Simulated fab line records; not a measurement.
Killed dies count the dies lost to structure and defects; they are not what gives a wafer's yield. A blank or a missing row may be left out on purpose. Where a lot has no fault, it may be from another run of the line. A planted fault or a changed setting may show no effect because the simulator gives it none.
Matching of chambers || flow n5Finfet || N5_DUMMY_GATE_ETCH_44 on rieSi-05: 4 sister chambers
The step etches poly-Si in HBr/O2, stops on SiO2, target depth 127.5 nm. 4 wafers are shown with their chamber, then 9 later ones without.

## WAFERS PAIRED WITH THEIR CHAMBERS
{"wafer": "L090.2", "chamber": 0, "drypumpMotorCurrentA (A)": 5.2}
{"wafer": "L093.1", "chamber": 2, "drypumpMotorCurrentA (A)": 6.1}
{"wafer": "L093.2", "chamber": 1, "drypumpMotorCurrentA (A)": 4.9}
{"wafer": "L093.3", "chamber": 3, "drypumpMotorCurrentA (A)": 6.5}

## WAFERS WHOSE CHAMBER IS MISSING
{"wafer": "L094.4", "drypumpMotorCurrentA (A)": 4.9}
{"wafer": "L094.5", "drypumpMotorCurrentA (A)": 4.9}
{"wafer": "L094.6", "drypumpMotorCurrentA (A)": 6.2}
{"wafer": "L096.1", "drypumpMotorCurrentA (A)": 6.2}
{"wafer": "L096.2", "drypumpMotorCurrentA (A)": 4.9}
{"wafer": "L096.4", "drypumpMotorCurrentA (A)": 5.2}
{"wafer": "L097.4", "drypumpMotorCurrentA (A)": 4.9}
{"wafer": "L097.5", "drypumpMotorCurrentA (A)": 5.2}
{"wafer": "L097.6", "drypumpMotorCurrentA (A)": 6.5}

## EACH ONE'S CHAMBER
{"wafer": "L094.4", "from the rows above": 1, "in truth": 1}
{"wafer": "L094.5", "from the rows above": 1, "in truth": 1}
{"wafer": "L094.6", "from the rows above": 2, "in truth": 2}
{"wafer": "L096.1", "from the rows above": 2, "in truth": 2}
{"wafer": "L096.2", "from the rows above": 1, "in truth": 1}
{"wafer": "L096.4", "from the rows above": 0, "in truth": 0}
{"wafer": "L097.4", "from the rows above": 1, "in truth": 1}
{"wafer": "L097.5", "from the rows above": 0, "in truth": 0}
{"wafer": "L097.6", "from the rows above": 3, "in truth": 3}
Correctly placed: 9 of 9. Not placeable from these rows: 0. Number placed wrongly: 0.
How it was worked out, from the rows above alone: a wafer's distance from a chamber is the root of the sum, over the readings, of the square of ((its reading less the chamber's mean) divided by the reading's scatter). If the next closest chamber is less than 2 further off than the closest, the wafer can't be placed; otherwise it belongs to the closest. A chamber's mean is the mean of its shown wafers. The scatter (one wafer shown for each chamber): square how far every hidden wafer sits from the nearest shown wafer, average those squares and take the square root.
